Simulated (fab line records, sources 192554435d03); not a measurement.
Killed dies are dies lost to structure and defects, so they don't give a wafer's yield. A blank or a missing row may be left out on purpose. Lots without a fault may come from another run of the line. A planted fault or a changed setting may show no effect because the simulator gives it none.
Chamber matching | flow n5_finfet | N5_DUMMY_GATE_STRIP_48 on rie_diel-06: 4 sister chambers
The step strips in N2/H2, time 20 s. 4 wafers are shown with their chamber, then 7 later ones without.

WAFERS WITH THEIR CHAMBER
wafer  | chamber | showerhead_plenum_p_Torr (Torr)
L953.5 | 1       | 3.52
L954.2 | 0       | 3.24
L954.3 | 2       | 3.35
L954.6 | 3       | 3.40

WAFERS WITHOUT THEIR CHAMBER
wafer  | showerhead_plenum_p_Torr (Torr)
L955.5 | 3.23
L955.6 | 3.52
L956.1 | 3.52
L956.5 | 3.52
L962.3 | 3.51
L962.4 | 3.51
L962.6 | 3.39

WHICH CHAMBER EACH WENT THROUGH
wafer  | from the rows above | in truth
L955.5 | 0                   | 0
L955.6 | 1                   | 1
L956.1 | 1                   | 1
L956.5 | 1                   | 1
L962.3 | 1                   | 1
L962.4 | 1                   | 1
L962.6 | 3                   | 3
Placed correctly: 7 of 7. Can't be placed from these rows: 0. Placed wrongly: 0.
How it was worked out, from the rows above alone: a wafer's distance from a chamber is the root of the sum, over the readings, of the square of ((its reading less the chamber's mean) divided by the reading's scatter). The wafer belongs to the nearest chamber; if the next one is less than 2 further off, it can't be placed. A chamber's mean is the mean of its shown wafers. The scatter: with one shown wafer a chamber, the root of the mean of the squares of how far each hidden wafer lies from its nearest shown one.
